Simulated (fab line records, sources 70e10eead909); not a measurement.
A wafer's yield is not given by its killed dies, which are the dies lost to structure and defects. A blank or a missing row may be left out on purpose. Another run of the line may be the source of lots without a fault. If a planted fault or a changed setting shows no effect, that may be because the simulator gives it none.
Chamber matching || flow nand harc || rie diel-13 running NHARC_P_M0_DESCUM_14: 4 sister chambers
The step chemistry O2, time 3 s. 4 wafers are shown with their chamber, then 12 later ones without.

WAFERS WITH THEIR CHAMBER
{"wafer": "L088.1", "chamber": 3, "showerhead plenum p Torr (Torr)": 1.88}
{"wafer": "L091.1", "chamber": 1, "showerhead plenum p Torr (Torr)": 1.99}
{"wafer": "L091.2", "chamber": 0, "showerhead plenum p Torr (Torr)": 1.93}
{"wafer": "L091.3", "chamber": 2, "showerhead plenum p Torr (Torr)": 1.80}

WAFERS WITH NO CHAMBER GIVEN
{"wafer": "L091.4", "showerhead plenum p Torr (Torr)": 1.87}
{"wafer": "L091.5", "showerhead plenum p Torr (Torr)": 1.87}
{"wafer": "L091.6", "showerhead plenum p Torr (Torr)": 1.93}
{"wafer": "L093.3", "showerhead plenum p Torr (Torr)": 1.98}
{"wafer": "L093.5", "showerhead plenum p Torr (Torr)": 1.87}
{"wafer": "L093.6", "showerhead plenum p Torr (Torr)": 1.80}
{"wafer": "L094.1", "showerhead plenum p Torr (Torr)": 1.98}
{"wafer": "L094.4", "showerhead plenum p Torr (Torr)": 1.80}
{"wafer": "L094.5", "showerhead plenum p Torr (Torr)": 1.80}
{"wafer": "L095.1", "showerhead plenum p Torr (Torr)": 1.80}
{"wafer": "L095.5", "showerhead plenum p Torr (Torr)": 1.80}
{"wafer": "L095.6", "showerhead plenum p Torr (Torr)": 1.87}

CHAMBER TAKEN BY EACH
{"wafer": "L091.4", "from the rows above": 3, "in truth": 3}
{"wafer": "L091.5", "from the rows above": 3, "in truth": 3}
{"wafer": "L091.6", "from the rows above": 0, "in truth": 0}
{"wafer": "L093.3", "from the rows above": 1, "in truth": 1}
{"wafer": "L093.5", "from the rows above": 3, "in truth": 3}
{"wafer": "L093.6", "from the rows above": 2, "in truth": 2}
{"wafer": "L094.1", "from the rows above": 1, "in truth": 1}
{"wafer": "L094.4", "from the rows above": 2, "in truth": 2}
{"wafer": "L094.5", "from the rows above": 2, "in truth": 2}
{"wafer": "L095.1", "from the rows above": 2, "in truth": 2}
{"wafer": "L095.5", "from the rows above": 2, "in truth": 2}
{"wafer": "L095.6", "from the rows above": 3, "in truth": 3}
Correct placement for 12 of the 12. Left unplaced by these rows: 0. 0 placed wrongly.
How it was worked out, from the rows above alone: a wafer's distance from a chamber is the root of the sum, over the readings, of the square of ((its reading less the chamber's mean) divided by the reading's scatter). The wafer belongs to the nearest chamber; if the next one is less than 2 further off, it can't be placed. For every chamber, the mean is computed from those of its wafers that are shown. The scatter: root of mean squared gap, hidden wafer to nearest shown wafer, with one shown wafer a chamber.
